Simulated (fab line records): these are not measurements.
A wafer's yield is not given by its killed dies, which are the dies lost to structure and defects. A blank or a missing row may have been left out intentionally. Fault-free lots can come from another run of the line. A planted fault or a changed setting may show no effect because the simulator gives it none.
fab line records	flow n5Finfet
[record] lots = 11	wafers = 33	lastDay = 18
route steps=1938 shown BEOL_M7@1316 BEOL_M8@1334 PASSIVATION@1936
lots that met no fault: taken from a fault-free run of the same line
startH: hours from the record's first day to the start of the lot's first wafer shown	waitH: hours elapsed since this lot's preceding step	" as in the row above	L1.1+2: one row covering several wafers at once	- value missing, or start not given	* or withheld: withheld	< > ~ a bound
route shown NAME@n: names a module that has steps shown in the file, with the first one's number in the route	usual: the fault-free wafers' mean and standard deviation	same: alike in all rows	chamber/n: place in a boat	sites: per-site readings	_std_site: standard deviation across them	_edge_site: inner sites' mean taken away from outer sites' mean	radiusMm: how far each site lies from the wafer's centre	mask NAME#n: copy n	behind: the tool/chamber that last shaped the wafer	hold: why the lot went on hold/how many hours it stayed there/how the hold came to an end	device: which transistor (n, p or np) failed to switch	end of line: at the end of the route, the tests of the same wafers	a step given without rows: its recipe and nothing more	killed: not the wafer's yield, but the dies lost to structure and defects at the first sort	map: a wafer's dies, marking killed ones x, the rest . and places with no die _
set.NAME: the setting the step ran with; set.NAME@STEP: the setting that earlier step ran with	model.NAME: the simulator's own value behind a step, which no gauge read
one table for each step of the route and one row for each wafer, over a sample of lots
services: a tool's chamber out of use, with start hour (startH, from the record's first day; less than 0 if before it), hours out, and reason
[[steps]]
[step N5_BEOL_M7_CD_MEAS_35]
[recipe] targetCdNm = 40	polarity = opening
[usual] cdNm = 40.0/0.59
lot.wafer	tool	chamber	startH	waitH	cdNm
L424.2	cdSem-02	-	187.03	0.0	40.7
L424.4	"	-	"	"	41.0
L424.6	"	-	"	"	40.1
L426.3	cdSem-01	-	219.63	0.0	40.9
L426.5	"	-	"	"	40.7
L426.6	"	-	"	"	40.1
L430.2	cdSem-01	-	244.31	0.0	39.4
L430.3	"	-	"	"	40.0
L430.6	"	-	"	"	39.6
L432.4	cdSem-01	-	249.91	0.0	40.1
L432.5	"	-	"	"	39.6
L432.6	"	-	"	"	39.3
L431.3	cdSem-03	-	252.32	0.0	39.6
L431.5	"	-	"	"	40.0
L431.6	"	-	"	"	39.6
L435.2	cdSem-01	-	252.75	0.0	39.1
L435.3	"	-	"	"	40.9
L435.5	"	-	"	"	39.6
L433.4	cdSem-02	-	266.78	0.0	40.4
L433.5	"	-	"	"	39.2
L433.6	"	-	"	"	39.4
L444.1	cdSem-03	-	316.80	0.0	39.7
L444.5	"	-	"	"	40.0
L444.6	"	-	"	"	39.6
L445.1	cdSem-03	-	351.37	0.0	40.5
L445.4	"	-	"	"	40.2
L445.5	"	-	"	"	39.8
L447.2	cdSem-03	-	351.76	0.0	38.9
L447.3	"	-	"	"	39.2
L447.5	"	-	"	"	40.1
L446.1	cdSem-03	-	353.60	0.0	40.4
L446.2	"	-	"	"	40.6
L446.5	"	-	"	"	40.4
[step N5_BEOL_M7_SURFACE_TREAT_79]
[recipe] gas = Ar	timeS = *	ionEnergyEv = *	ionCurrentMaCm2 = 0.5	pressureMtorr = *	arFlowSccm = 30
[usual] throttleValvePct = *
[same] timeS = *
lot.wafer	tool	chamber	startH	waitH	throttleValvePct
L424.2	pvdSputter-01	-	188.08	0.3	*
L424.4	"	-	"	"	*
L424.6	"	-	"	"	*
L426.3	pvdSputter-03	-	220.91	0.3	*
L426.5	"	-	"	"	*
L426.6	"	-	"	"	*
L430.2	pvdSputter-01	-	246.01	0.2	*
L430.3	"	-	"	"	*
L430.6	"	-	"	"	*
L432.4	pvdSputter-02	-	251.12	0.2	*
L432.5	"	-	"	"	*
L432.6	"	-	"	"	*
L431.3	pvdSputter-01	-	253.83	0.3	*
L431.5	"	-	"	"	*
L431.6	"	-	"	"	*
L435.2	pvdSputter-01	-	255.01	0.3	*
L435.3	"	-	"	"	*
L435.5	"	-	"	"	*
L433.4	pvdSputter-02	-	267.92	0.2	*
L433.5	"	-	"	"	*
L433.6	"	-	"	"	*
L444.1	pvdSputter-02	-	319.39	0.4	*
L444.5	"	-	"	"	*
L444.6	"	-	"	"	*
L445.1	pvdSputter-01	-	353.15	0.2	*
L445.4	"	-	"	"	*
L445.5	"	-	"	"	*
L447.2	pvdSputter-02	-	353.60	0.2	*
L447.3	"	-	"	"	*
L447.5	"	-	"	"	*
L446.1	pvdSputter-01	-	354.40	0.2	*
L446.2	"	-	"	"	*
L446.5	"	-	"	"	*
[step N5_BEOL_M7_ECD_50]
[recipe] material = Cu	targetThkA = 3000
lot.wafer	tool	chamber	startH	waitH
L424.2+4+6	ecdCu-02	1,0,0	188.51	0.2
L426.3+5+6	ecdCu-02	0,1,0	222.63	0.1
L430.2+3+6	ecdCu-02	1	246.37	0.1
L432.4+5+6	ecdCu-02	1,0,1	251.52	0.1
L431.3+5+6	ecdCu-02	0,1,0	254.41	0.1
L435.2+3+5	ecdCu-02	0,1,1	255.37	0.1
L433.4+5+6	ecdCu-02	0,0,1	268.30	0.1
L444.1+5+6	ecdCu-01	1,1,0	319.87	0.1
L445.1+4+5	ecdCu-01	0,1,0	353.67	0.1
L447.2+3+5	ecdCu-01	1,0,1	353.91	0.1
L446.1+2+5	ecdCu-02	1,0,1	356.32	0.1
[step N5_BEOL_M7_CMP_52]
[recipe] stopOn = SiCOH_lowk	tOverpolishS = 6.9	downForcePsi = 1	platenRpm = 50	clearingPlatenDownForcePsi = 1.5	clearingPlatenRpm = 50	postCmpClean = cuAlkaline	targetThkNm = 80	clearingPlatenPadVelocityMS = 0.99484	padVelocityMS = 0.99484
[usual] motorCurrentA = 6.1/0.71	platenRpm = 50.00/0.032	retainingRingPressureFrac = 1.000/0.0046	timeToEndpointS = 62.4/2.7
lot.wafer	tool	chamber	startH	waitH	motorCurrentA	platenRpm	retainingRingPressureFrac	timeToEndpointS
L424.2	cmp-04	2	188.94	0.2	5.9	49.99	1.003	60.1
L424.4	"	3	"	"	6.9	49.96	0.996	60.1
L424.6	"	1	"	"	6.3	49.97	0.999	65.1
L426.3	cmp-02	3	223.24	0.2	5.5	50.03	0.993	61.8
L426.6	"	1	"	"	4.9	49.99	1.000	64.5
L426.5	"	2	"	"	5.8	50.00	0.994	61.7
L430.3	cmp-04	1	246.76	0.2	6.2	50.01	1.001	62.5
L430.2	"	0	"	"	7.3	49.99	0.997	61.3
L430.6	"	2	"	"	5.9	49.95	1.010	61.1
L432.4	cmp-04	3	252.00	0.2	6.7	50.07	1.000	67.4
L432.5	"	0	"	"	7.4	50.00	1.002	66.0
L432.6	"	1	"	"	6.3	49.98	0.997	66.0
L431.3	cmp-02	3	254.94	0.2	5.4	50.00	0.997	59.6
L431.6	"	3	"	"	5.2	50.03	1.002	30.4
L431.5	"	0	"	"	6.2	49.99	0.998	30.4
L435.2	cmp-04	0	255.77	0.2	7.0	49.99	1.008	64.9
L435.3	"	1	"	"	6.1	50.00	0.999	66.8
L435.5	"	1	"	"	5.9	50.04	0.991	32.3
L433.4	cmp-01	2	269.44	0.2	7.0	50.00	0.997	61.6
L433.5	"	0	"	"	5.8	50.01	0.991	31.3
L433.6	"	1	"	"	6.3	50.05	0.996	29.3
L444.1	cmp-04	3	320.27	0.3	6.9	49.98	1.004	58.9
L444.5	"	3	"	"	7.0	50.00	0.999	61.5
L444.6	"	0	"	"	7.0	49.98	1.000	65.2
L445.1	cmp-02	0	354.17	0.3	5.5	50.04	1.004	63.1
L445.4	"	3	"	"	4.9	49.97	0.997	62.7
L445.5	"	1	"	"	4.9	50.07	1.003	67.1
L447.2	cmp-02	2	354.53	0.3	5.2	49.98	0.997	56.5
L447.3	"	3	"	"	5.2	49.98	1.004	60.8
L447.5	"	0	"	"	5.8	49.97	0.996	59.5
L446.1	cmp-02	2	356.82	0.3	5.3	50.01	1.003	60.1
L446.2	"	0	"	"	5.7	49.99	1.006	64.3
L446.5	"	3	"	"	5.4	49.99	1.005	62.6
[step N5_BEOL_M8_THK_MEAS_01]
[recipe] reads = SiCOH_lowk_of_BEOL_M8_ILD_DEP_00
[usual] M8_ILD_THK = 156.9/2.4
lot.wafer	tool	chamber	startH	waitH	M8_ILD_THK[nm]
L424.2	filmMetro-02	-	189.97	0.4	157.5
L424.4	"	-	"	"	157.9
L424.6	"	-	"	"	159.6
L426.3	filmMetro-02	-	224.28	0.3	157.5
L426.5	"	-	"	"	158.5
L426.6	"	-	"	"	160.4
L430.2	filmMetro-02	-	247.85	0.4	151.6
L430.3	"	-	"	"	154.7
L430.6	"	-	"	"	155.2
L432.4	filmMetro-01	-	253.18	0.2	159.6
L432.5	"	-	"	"	159.8
L432.6	"	-	"	"	160.9
L431.3	filmMetro-02	-	256.01	0.3	157.2
L431.5	"	-	"	"	161.7
L431.6	"	-	"	"	159.0
L435.2	filmMetro-02	-	256.87	0.4	156.4
L435.3	"	-	"	"	156.0
L435.5	"	-	"	"	156.7
L433.4	filmMetro-02	-	270.43	0.2	160.7
L433.5	"	-	"	"	159.3
L433.6	"	-	"	"	158.4
L444.1	filmMetro-01	-	321.81	0.8	154.1
L444.5	"	-	"	"	157.2
L444.6	"	-	"	"	159.1
L445.1	filmMetro-01	-	355.71	0.8	155.4
L445.4	"	-	"	"	158.6
L445.5	"	-	"	"	155.9
L447.2	filmMetro-02	-	356.00	0.7	154.7
L447.3	"	-	"	"	154.1
L447.5	"	-	"	"	157.5
L446.1	filmMetro-02	-	358.38	0.8	154.3
L446.2	"	-	"	"	155.0
L446.5	"	-	"	"	156.2
[step N5_PASSIVATION_PROBE_49]
[usual] defectLimitedYield = 91.2/1.4	killed_at_M0_to_M3 = 35/11	killed_at_M4_up = 14/5.6	killedAtContacts = 12/5.6	killedAtFrontEnd = 38/11	killedAtOther = 4/3.4	killedDies = 103/17	killedOpen = 68/12	killedShort = 33/8.8	sort_bin_5_function = 5.1/0.89	sort_bin_6_memory = 3.3/0.71	sortNPass = 1077/17	sortYieldPct = 91.2/1.4
[same] grossDies = 1180	killedAtBackSide = 0	sort_bin_4_leakage[%] = 0	sort_bin_8_speed[%] = 0
lot.wafer	tool	chamber	startH	waitH	defectLimitedYield[%]	killed_at_M0_to_M3	killed_at_M4_up	killedAtContacts	killedAtFrontEnd	killedAtOther	killedDies	killedOpen	killedShort	sort_bin_5_function[%]	sort_bin_6_memory[%]	sortNPass	sortYieldPct[%]
L424.2	prober-01	-	266.87	0.1	91.2	16	19	18	49	2	104	67	32	5.0	3.6	1076	91.2
L424.4	prober-01	-	266.97	0.2	92.4	24	14	20	30	2	90	55	25	4.2	2.4	1090	92.4
L424.6	prober-01	-	267.07	0.3	93.1	15	10	16	37	3	81	52	27	4.2	2.2	1099	93.1
L426.3	prober-02	-	298.23	0.1	92.5	38	5	7	37	1	88	67	21	5.1	2.2	1092	92.5
L426.5	prober-02	-	298.33	0.2	93.7	22	12	9	30	1	74	60	12	3.9	2.1	1106	93.7
L426.6	prober-02	-	298.38	0.3	93.4	29	4	6	39	0	78	58	20	3.4	3.1	1102	93.4
L432.4	prober-02	-	330.16	0.2	91.6	30	10	19	36	4	99	70	27	5.1	3.1	1081	91.6
L432.5	prober-02	-	330.21	0.2	93.1	38	12	8	18	5	81	44	35	4.2	2.1	1099	93.1
L432.6	prober-02	-	330.26	0.3	91.4	34	16	6	36	10	102	68	33	5.9	2.7	1078	91.4
L431.3	prober-02	-	334.77	0.1	92.5	28	17	9	29	5	88	57	28	3.7	3.6	1092	92.5
L431.5	prober-02	-	334.87	0.2	92.1	28	11	14	31	9	93	68	24	4.9	2.8	1087	92.1
L431.6	prober-02	-	334.92	0.3	92.8	26	21	10	26	2	85	52	31	4.5	2.4	1095	92.8
L435.2	prober-01	-	335.22	0.1	91.4	48	10	7	30	6	101	65	35	4.2	4.1	1079	91.4
L435.3	prober-01	-	335.27	0.1	90.5	39	11	22	35	5	112	67	44	5.3	3.7	1068	90.5
L435.5	prober-01	-	335.37	0.2	91.7	31	15	9	40	3	98	68	29	4.8	3.1	1082	91.7
L447.2	prober-01	-	437.40	0.1	92.0	25	14	4	45	6	94	61	32	4.9	2.8	1086	92.0
L447.3	prober-01	-	437.45	0.1	91.9	39	21	4	28	4	96	71	22	4.7	3.2	1084	91.9
L447.5	prober-01	-	437.55	0.2	89.7	44	16	13	45	4	122	81	39	5.8	4.0	1058	89.7
// killed by level:class
L424.2 FIN_SAQP:geometricParticle:open=21 MOL_CONTACT_COAG:geometricParticle:open=10 MOL_CONTACT_COAG:geometricParticle:short=8 BEOL_M4:geometricParticle:open=8 FIN_SAQP:geometricParticle:short=7 STI_FIN_REVEAL:geometricParticle:open=7 BEOL_M2:geometricParticle:short=4 GATE_CUT:geometricParticle:short=3
L424.4 MOL_CONTACT_COAG:geometricParticle:open=17 HKMG_FIN:areaEtch=8 BEOL_M1:geometricParticle:open=7 BEOL_M0_SAQP:geometricParticle:open=5 BEOL_M8:geometricParticle:open=5 BEOL_M0:geometricParticle:open=4 BEOL_M5:geometricParticle:short=4 FIN_SAQP:geometricParticle:open=3
L424.6 MOL_CONTACT_COAG:geometricParticle:open=15 FIN_SAQP:geometricParticle:open=9 FIN_SAQP:geometricParticle:short=5 ILD0:geometricParticle:open=4 BEOL_M0_SAQP:geometricParticle:short=4 STI_FIN_REVEAL:geometricParticle:open=3 STARTING-WAFER:geometricParticle:open=3 DUMMY_GATE:geometricParticle:short=2
L426.3 FIN_SAQP:geometricParticle:open=11 BEOL_M3:geometricParticle:open=11 BEOL_M0_SAQP:geometricParticle:open=10 STI_FIN_REVEAL:geometricParticle:open=8 BEOL_M0_SAQP:geometricParticle:short=8 MOL_CONTACT_COAG:geometricParticle:open=6 BEOL_M2:geometricParticle:open=5 FIN_SAQP:geometricParticle:short=3
L426.5 MOL_CONTACT_COAG:geometricParticle:open=9 FIN_SAQP:geometricParticle:open=8 BEOL_M3:geometricParticle:open=8 DUMMY_GATE:geometricParticle:open=7 BEOL_M0_SAQP:geometricParticle:open=5 STARTING-WAFER:geometricParticle:open=5 STI_FIN_REVEAL:geometricParticle:open=4 FIN_SAQP:geometricParticle:short=3
L426.6 BEOL_M3:geometricParticle:open=9 STI_FIN_REVEAL:geometricParticle:open=8 STARTING-WAFER:geometricParticle:open=7 FIN_SAQP:geometricParticle:open=6 DUMMY_GATE:geometricParticle:open=5 BEOL_M0_SAQP:geometricParticle:open=5 BEOL_M0:geometricParticle:open=5 MOL_CONTACT_COAG:geometricParticle:open=4
L432.4 MOL_CONTACT_COAG:geometricParticle:open=17 BEOL_M3:geometricParticle:open=12 DUMMY_GATE:geometricParticle:open=7 FIN_SAQP:geometricParticle:short=6 BEOL_M2:geometricParticle:open=5 FIN_SAQP:geometricParticle:open=4 GATE_CUT:geometricParticle:short=4 BEOL_M1:geometricParticle:open=4
L432.5 BEOL_M0_SAQP:geometricParticle:short=10 BEOL_M0_SAQP:geometricParticle:open=9 BEOL_M4:geometricParticle:open=6 BEOL_M1:geometricParticle:open=5 FIN_SAQP:geometricParticle:short=4 BEOL_M4:geometricParticle:short=4 MOL_CONTACT_COAG:geometricParticle:open=4 MOL_CONTACT_COAG:geometricParticle:short=4
L432.6 FIN_SAQP:geometricParticle:short=12 FIN_SAQP:geometricParticle:open=11 BEOL_M0_SAQP:geometricParticle:open=11 BEOL_M3:geometricParticle:open=10 BEOL_M4:geometricParticle:open=9 MOL_CONTACT_COAG:geometricParticle:open=6 GATE_CUT:geometricParticle:short=4 BEOL_M0_SAQP:geometricParticle:short=4
L431.3 BEOL_M1:geometricParticle:open=11 MOL_CONTACT_COAG:geometricParticle:open=8 BEOL_M2:geometricParticle:open=8 BEOL_M4:geometricParticle:open=6 FIN_SAQP:geometricParticle:short=4 FIN_SAQP:geometricParticle:open=4 STARTING-WAFER:geometricParticle:short=4 DUMMY_GATE:geometricParticle:open=4
L431.5 MOL_CONTACT_COAG:geometricParticle:open=11 BEOL_M2:geometricParticle:open=7 FIN_SAQP:geometricParticle:open=6 BEOL_M1:geometricParticle:open=5 BEOL_M3:geometricParticle:open=5 BEOL_M4:geometricParticle:open=5 BEOL_M0_SAQP:geometricParticle:open=4 GATE_CUT:geometricParticle:open=3
L431.6 BEOL_M4:geometricParticle:open=9 MOL_CONTACT_COAG:geometricParticle:open=7 BEOL_M1:geometricParticle:open=7 BEOL_M0:geometricParticle:open=6 BEOL_M2:geometricParticle:open=5 STARTING-WAFER:geometricParticle:open=5 BEOL_M4:geometricParticle:short=4 STARTING-WAFER:geometricParticle:short=4
L435.2 BEOL_M0_SAQP:geometricParticle:short=10 BEOL_M3:geometricParticle:open=10 BEOL_M0_SAQP:geometricParticle:open=9 BEOL_M2:geometricParticle:open=8 MOL_CONTACT_COAG:geometricParticle:open=7 FIN_SAQP:geometricParticle:open=6 STI_FIN_REVEAL:geometricParticle:open=6 BEOL_M2:geometricParticle:short=6
L435.3 MOL_CONTACT_COAG:geometricParticle:open=19 BEOL_M3:geometricParticle:open=12 BEOL_M0_SAQP:geometricParticle:short=10 BEOL_M2:geometricParticle:open=9 BEOL_M4:geometricParticle:short=8 FIN_SAQP:geometricParticle:open=7 FIN_SAQP:geometricParticle:short=6 GATE_CUT:geometricParticle:short=5
L435.5 STI_FIN_REVEAL:geometricParticle:open=13 BEOL_M0_SAQP:geometricParticle:open=8 MOL_CONTACT_COAG:geometricParticle:open=7 BEOL_M5:geometricParticle:open=7 FIN_SAQP:geometricParticle:short=5 BEOL_M2:geometricParticle:open=5 BEOL_M3:geometricParticle:open=5 FIN_SAQP:geometricParticle:open=4
L447.2 FIN_SAQP:geometricParticle:open=13 FIN_SAQP:geometricParticle:short=11 BEOL_M3:geometricParticle:open=9 BEOL_M0_SAQP:geometricParticle:short=6 GATE_CUT:geometricParticle:short=5 BEOL_M4:geometricParticle:open=5 BEOL_M0_SAQP:geometricParticle:open=4 DUMMY_GATE:geometricParticle:open=3
L447.3 BEOL_M3:geometricParticle:open=10 BEOL_M0_SAQP:geometricParticle:open=9 BEOL_M5:geometricParticle:open=8 BEOL_M0_SAQP:geometricParticle:short=7 FIN_SAQP:geometricParticle:short=6 BEOL_M2:geometricParticle:open=6 STI_FIN_REVEAL:geometricParticle:open=5 DUMMY_GATE:geometricParticle:open=5
L447.5 MOL_CONTACT_COAG:geometricParticle:open=12 FIN_SAQP:geometricParticle:short=11 BEOL_M0_SAQP:geometricParticle:open=11 FIN_SAQP:geometricParticle:open=10 BEOL_M2:geometricParticle:open=10 BEOL_M3:geometricParticle:open=8 STI_FIN_REVEAL:geometricParticle:open=6 BEOL_M0_SAQP:geometricParticle:short=5
[[services]]
tool	chamber	startH	hours	kind
cmp-01	-	178.17	4.0	pm
cmp-01	-	182.17	-	consumableReplace:conditioner
cmp-01	-	182.17	-	consumableReplace:pad
cmp-01	-	183.39	0.2	repair
ecdCu-01	-	186.06	14.6	pm
cmp-04	-	227.87	4.1	pm
cmp-01	-	240.40	0.8	repair
cmp-04	-	249.13	2.6	repair
cmp-01	-	262.66	2.6	repair
cmp-01	-	269.90	1.7	repair
cmp-04	-	300.89	0.4	repair
pvdSputter-02	-	310.46	4.5	repair
pvdSputter-02	-	324.98	1.7	repair
cmp-04	-	325.59	4.0	pm
cmp-04	-	329.59	-	consumableReplace:conditioner
cmp-04	-	329.59	-	consumableReplace:pad
pvdSputter-03	-	330.58	2.5	repair
ecdCu-02	-	333.04	6.2	pm
pvdSputter-03	-	333.25	7.2	repair
pvdSputter-02	-	343.85	3.3	repair
cmp-01	-	351.43	0.8	repair
[[key]]
[firstSign] step = N5_BEOL_M7_CMP_52	reading = timeToEndpointS	direction = down	sigmas = 12	usual = *	struck = *
effect none on later readings
metAt N5_BEOL_M7_ECD_50
struckLots L431,L433,L435
struckWafers L431.5,L431.6,L433.5,L433.6,L435.5
notActingAt N5_BEOL_M7_CD_MEAS_35,N5_BEOL_M7_SURFACE_TREAT_79,N5_BEOL_M8_THK_MEAS_01
onsetBetween 251.52 254.41
[fault] kind = processParameterDrift	tool = ecdCu-02	chamber = -	onsetH = 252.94	steps = N5_BEOL_M7_ECD_50	channel = targetThkA	offset = *	shape = step	endH = 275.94	scope = struckWafersOnly	actsIn = *	stated = *
